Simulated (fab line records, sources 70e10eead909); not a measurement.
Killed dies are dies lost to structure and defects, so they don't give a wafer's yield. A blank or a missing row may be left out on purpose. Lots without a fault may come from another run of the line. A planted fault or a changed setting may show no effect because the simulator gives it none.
Which tool did it? | flow nand_harc | 6 lots, 18 wafers sampled, at 5 steps of a route of 1159

WHAT THE GAUGES READ, wafer by wafer
NHARC_END_SORT_01.
lot  | measured     | on        | killed_at_array
L419 | day 23 07:05 | prober-01 | 668 672 670

WHICH TOOL RAN EACH LOT (tool, then ch and the chambers of the sampled wafers, then the start)
lot  | NHARC_A_SLIT_DEP_00           | NHARC_A_SLIT_DEP_23             | NHARC_A_SLIT_DESCUM_14             | NHARC_A_WL_FILL_ALD_19
L405 | acl_dep-03 ch 0, day 14 17:29 | pecvd-02 ch 0,1,2, day 14 19:31 | rie_diel-05 ch 0,1, day 14 20:20   | ald_metal-01 ch 0,1,2, day 16 14:37
L411 | acl_dep-03 ch 0, day 16 05:38 | pecvd-02 ch 0,2, day 16 07:43   | rie_diel-05 ch 0,1, day 16 08:24   | ald_metal-02 ch 2,3, day 17 22:29
L413 | acl_dep-03 ch 0, day 16 20:08 | pecvd-03 ch 0,1,2, day 16 22:06 | rie_diel-11 ch 1,2,3, day 16 22:51 | ald_metal-01 ch 1,2,3, day 18 06:32
L417 | acl_dep-03 ch 0, day 17 13:43 | pecvd-03 ch 0,1,2, day 17 15:02 | rie_diel-09 ch 1,2,3, day 17 15:56 | ald_metal-04 ch 0,2,3, day 19 00:22
L419 | acl_dep-02 ch 0, day 18 04:15 | pecvd-02 ch 0,1,2, day 18 05:20 | rie_diel-11 ch 0,1,2, day 18 06:00 | ald_metal-04 ch 0,1,3, day 19 13:23
L416 | acl_dep-03 ch 0, day 18 10:19 | pecvd-02 ch 0,1,2, day 18 12:19 | rie_diel-11 ch 1,2, day 18 13:11   | ald_metal-04 ch 2,3, day 19 19:40
- NHARC_A_SLIT_DEP_00: deposits aC, target thk 3200 nm.
- NHARC_A_SLIT_DEP_23: deposits SiON, target thk 100 nm.
- NHARC_A_SLIT_DESCUM_14: chemistry O2, time 3 s.
- NHARC_A_WL_FILL_ALD_19: deposits TiN, target thk 2 nm, pulse time 3 s, ald cycles 100.

THE ANSWER, worked out from the rows above alone
Rule: what is usual is taken from the lots themselves. Put in order of their means at a reading, lots are off if they are a third of the lots or fewer, leave a main group of 4 or more, and stand apart from it by a gap of 3 or more times the standard deviation of the main group's means; of several such gaps the widest counts. A main group whose means are all the same, to the digits that the tables above print for the reading, isn't used. A lot without any number at a reading at which 4 lots or more have one is off too. The other lots that the step has rows for count as sound.
No lot is off at any reading shown: from this, nothing can be told.

WHAT THE SIMULATOR HAD PUT IN
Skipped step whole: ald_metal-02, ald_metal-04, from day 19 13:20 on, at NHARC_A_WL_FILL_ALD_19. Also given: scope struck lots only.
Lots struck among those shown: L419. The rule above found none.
